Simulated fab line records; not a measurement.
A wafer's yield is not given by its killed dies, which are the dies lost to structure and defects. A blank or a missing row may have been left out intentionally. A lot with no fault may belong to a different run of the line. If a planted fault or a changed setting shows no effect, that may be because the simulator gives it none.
Chamber matching + flow n5 finfet + rie diel-05 running N5_BEOL_M1_ETCHBACK_99: 4 sister chambers
The step etches SiO2 in CHF3, target depth 5 nm, time 10.4 s. 14 wafers are shown with their chamber, then 7 later ones without.

== WAFERS PAIRED WITH THEIR CHAMBERS ==
| wafer  | chamber | showerhead plenum p Torr (Torr) | throttle valve pct (%) | oes_ar_750_au (a.u.) |
|--------|---------|---------------------------------|------------------------|----------------------|
| L076.3 | 3       | 2.19                            | 16.94                  | 0.93                 |
| L076.5 | 3       | 2.19                            | 16.92                  | 0.93                 |
| L076.6 | 2       | 2.06                            | 17.37                  | 0.71                 |
| L078.3 | 1       | 2.23                            | 17.43                  | 0.70                 |
| L078.5 | 2       | 2.06                            | 17.38                  | 0.71                 |
| L078.6 | 1       | 2.23                            | 17.43                  | 0.70                 |
| L079.2 | 3       | 2.19                            | 16.95                  | 0.91                 |
| L079.3 | 2       | 2.05                            | 17.39                  | 0.70                 |
| L079.6 | 3       | 2.19                            | 16.97                  | 0.90                 |
| L081.1 | 1       | 2.23                            | 17.45                  | 0.70                 |
| L081.3 | 3       | 2.19                            | 16.94                  | 0.91                 |
| L081.6 | 1       | 2.23                            | 17.43                  | 0.69                 |
| L083.3 | 0       | 2.21                            | 16.56                  | 0.95                 |
| L083.4 | 2       | 2.05                            | 17.37                  | 0.70                 |

SIGNATURES, as means of the wafers listed above
| reading                  | chamber 0 | chamber 1 | chamber 2 | chamber 3 | scatter within a chamber |
|--------------------------|-----------|-----------|-----------|-----------|--------------------------|
| showerhead plenum p Torr | 2.2100    | 2.2300    | 2.0550    | 2.1900    | 0.00316                  |
| throttle valve pct       | 16.5600   | 17.4350   | 17.3775   | 16.9440   | 0.0138                   |
| oes_ar_750_au            | 0.9500    | 0.6975    | 0.7050    | 0.9160    | 0.00946                  |
Rule: a wafer lies at a distance from a chamber equal to the root of the sum of squares, over the readings, of (its reading less the chamber's mean, divided by the reading's scatter). The wafer belongs to the nearest chamber; if the next one is less than 2 further off, it can't be placed. The scatter is the square root of a quotient: the sum, over the shown wafers, of each reading's squared deviation from its chamber's mean, divided by wafers minus chambers.

== WAFERS WHOSE CHAMBER IS MISSING ==
| wafer  | showerhead plenum p Torr (Torr) | throttle valve pct (%) | oes_ar_750_au (a.u.) |
|--------|---------------------------------|------------------------|----------------------|
| L083.6 | 2.23                            | 17.44                  | 0.69                 |
| L089.3 | 2.05                            | 17.40                  | 0.69                 |
| L089.4 | 2.23                            | 17.48                  | 0.69                 |
| L089.6 | 2.05                            | 17.41                  | 0.69                 |
| L095.2 | 2.04                            | 17.43                  | 0.68                 |
| L095.3 | 2.22                            | 17.48                  | 0.68                 |
| L095.5 | 2.18                            | 17.00                  | 0.87                 |

== WHICH CHAMBER EACH ONE RAN IN ==
| wafer  | from the rows above | in truth |
|--------|---------------------|----------|
| L083.6 | 1                   | 1        |
| L089.3 | 2                   | 2        |
| L089.4 | 1                   | 1        |
| L089.6 | 2                   | 2        |
| L095.2 | 2                   | 2        |
| L095.3 | 1                   | 1        |
| L095.5 | 3                   | 3        |
Placed correctly: 7 of 7. Left unplaced by these rows: 0. 0 placed wrongly.
